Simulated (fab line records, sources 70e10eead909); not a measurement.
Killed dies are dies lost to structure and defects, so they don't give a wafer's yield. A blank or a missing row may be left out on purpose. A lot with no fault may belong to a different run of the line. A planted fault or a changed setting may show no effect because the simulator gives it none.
A lot that was struck, set against a sound lot :: flow nand_harc :: 13 steps out of a route of 1302
Sound: these wafers, L958.1, L958.5, L958.6. Struck: wafers L970.2, L970.3, L970.6. The cause is named last.
Each step with rows lists, per side, the tool, then ch with its chambers, then its first start. Under that, the readings that differ: sound wafers :: struck wafers :: difference of the means :: sigmas: that difference in standard deviations of wafers without a fault.
alike: same words and numbers on both sides, and readings whose means sit less than 2 such deviations apart. not compared: any withheld reading, any reading some wafer has no value for, any bound like >300 that may hide the same value, and any number with overlapping values for which the record gives no deviation.
Wherever a step has rows on one side only, a row that says differs or no value, or a row with sigmas, the two part there. Non-overlapping numbers with no deviation appear without sigmas and do not part them. A reading that every wafer of one side lacks parts them only if that side has two wafers or more.

NHARC_A_CONTACT_DEP_28: deposits aC, target thk 7000 nm.
  sound on acl_dep-02 ch 0, day 24 22:22; struck on acl_dep-03 ch 0, day 29 18:45
  alike: throttle_valve_pct
NHARC_A_CONTACT_DEP_29: deposits SiON, target thk 100 nm.
  sound on pecvd-03 ch 0,2, day 25 02:33; struck on pecvd-02 ch 0,1, day 29 22:19
reading: heater_power_w (W)
sound: 638 629 755
struck: 927 867 951
difference: +241
sigmas: +2
then, 9 steps without rows for these wafers: NHARC_A_CONTACT_DEHYDRATE_32 (time 120 s); NHARC_A_CONTACT_HMDS_33 (time 30 s); NHARC_A_CONTACT_COAT_34 (time 75 s); NHARC_A_CONTACT_COAT_35 (time 65 s); NHARC_A_CONTACT_COAT_36 (resist thk 90 nm); NHARC_A_CONTACT_SOFTBAKE_37 (time 55 s); NHARC_A_CONTACT_EBR_38; NHARC_A_CONTACT_EXPOSE_39 (exposes mask A CC 3); NHARC_A_CONTACT_PEB_40 (peb time 65 s).
NHARC_A_CONTACT_DEVELOP_41: develop time 35 s.
  struck on litho_track-01, day 29 22:00; sound on litho_track-04 ch 0, day 25 03:00
  no value came back on the struck wafers for chill_plate_temp_C (C), develop_time_s (s); on the sound wafers chill_plate_temp_C (C) reads 23.08 23.13 22.94
NHARC_A_CONTACT_CD_MEAS_42: the cd target is 300 nm.
  sound on cd_sem-02 ch 0, day 25 03:09; struck on cd_sem-01 ch 0, day 29 22:55
reading: cd_nm (nm)
sound: 299.6 299.4 299.2
struck: - - -
difference: no value on the struck wafers
sigmas: 

## WHERE THEY PART
Earliest at NHARC_A_CONTACT_DEP_29; latest, in this record, at NHARC_A_CONTACT_CD_MEAS_42.

WHY: what had been put in by the simulator
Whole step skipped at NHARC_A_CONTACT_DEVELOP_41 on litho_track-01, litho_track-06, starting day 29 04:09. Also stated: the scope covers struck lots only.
